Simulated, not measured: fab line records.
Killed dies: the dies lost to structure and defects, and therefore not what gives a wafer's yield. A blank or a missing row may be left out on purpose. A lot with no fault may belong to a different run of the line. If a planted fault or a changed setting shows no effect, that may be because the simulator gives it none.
Which tool did it? / flow nand-harc / 6 lots, 18 wafers sampled, at 3 steps of a route of 1159

WHAT EACH GAUGE READ, for each wafer
NHARC_P_GATE_CD_MEAS_59: target cd 720 nm.
lot=L392; measured=day 5 10:20; on=cd-sem-03; cd-nm (nm)=716.6 716.7 715.8
lot=L395; measured=day 6 07:46; on=cd-sem-01; cd-nm (nm)=- - -
lot=L403; measured=day 8 16:59; on=cd-sem-01; cd-nm (nm)=719.6 719.5 719.6
lot=L407; measured=day 9 06:10; on=cd-sem-01; cd-nm (nm)=716.7 718.8 718.6
lot=L411; measured=day 9 22:48; on=cd-sem-02; cd-nm (nm)=717.8 718.4 717.6
lot=L412; measured=day 10 14:04; on=cd-sem-03; cd-nm (nm)=718.6 720.7 717.7

EACH LOT AND THE TOOL THAT RAN IT (in order: tool; ch and the chambers of the sampled wafers; start)
lot=L392; NHARC_P_GATE_DESCUM_48=rie-diel-01 ch 0,1,2, day 5 08:46; NHARC_P_GATE_EXPOSE_56=krf-scanner-02 ch 0, day 5 10:10
lot=L395; NHARC_P_GATE_DESCUM_48=rie-diel-13 ch 2,3, day 6 06:13; NHARC_P_GATE_EXPOSE_56=krf-scanner-02 ch 0, day 6 07:36
lot=L403; NHARC_P_GATE_DESCUM_48=rie-diel-01 ch 0,2,3, day 8 15:09; NHARC_P_GATE_EXPOSE_56=krf-scanner-02 ch 0, day 8 16:49
lot=L407; NHARC_P_GATE_DESCUM_48=rie-diel-01 ch 2,3, day 9 04:13; NHARC_P_GATE_EXPOSE_56=krf-scanner-02 ch 0, day 9 06:01
lot=L411; NHARC_P_GATE_DESCUM_48=rie-diel-13 ch 0,1,2, day 9 21:11; NHARC_P_GATE_EXPOSE_56=krf-scanner-02 ch 0, day 9 22:39
lot=L412; NHARC_P_GATE_DESCUM_48=rie-diel-13 ch 1,2, day 10 12:28; NHARC_P_GATE_EXPOSE_56=krf-scanner-01 ch 0, day 10 13:54
- NHARC_P_GATE_DESCUM_48: chemistry O2, time 3 s.
- NHARC_P_GATE_EXPOSE_56: exposes mask P PSD, target cd 720 nm.

THE ANSWER, worked out from the rows above alone
Rule: the usual values come from the lots themselves. Put in order of their means at a reading, lots are off if they are a third of the lots or fewer, leave a main group of 4 or more, and stand apart from it by a gap of 3 or more times the standard deviation of the main group's means; of several such gaps the widest counts. Not used: any main group whose means are identical at the precision the tables above print for the reading. A lot without any number at a reading at which 4 lots or more have one is off too. The other lots that the step has rows for count as sound.
Off at NHARC_P_GATE_CD_MEAS_59 (cd-nm): L395. Without a number there: L395. The main group has a mean of 718.2 nm with a standard deviation of 1.1.
A tool fits if, at a process step before that reading, it ran every lot that is off, and no sound lot after the first of them. Gauges at NHARC_P_GATE_CD_MEAS_59: tried the same way as those tools. Of those tried, none fits.

WHAT THE SIMULATOR PUT IN
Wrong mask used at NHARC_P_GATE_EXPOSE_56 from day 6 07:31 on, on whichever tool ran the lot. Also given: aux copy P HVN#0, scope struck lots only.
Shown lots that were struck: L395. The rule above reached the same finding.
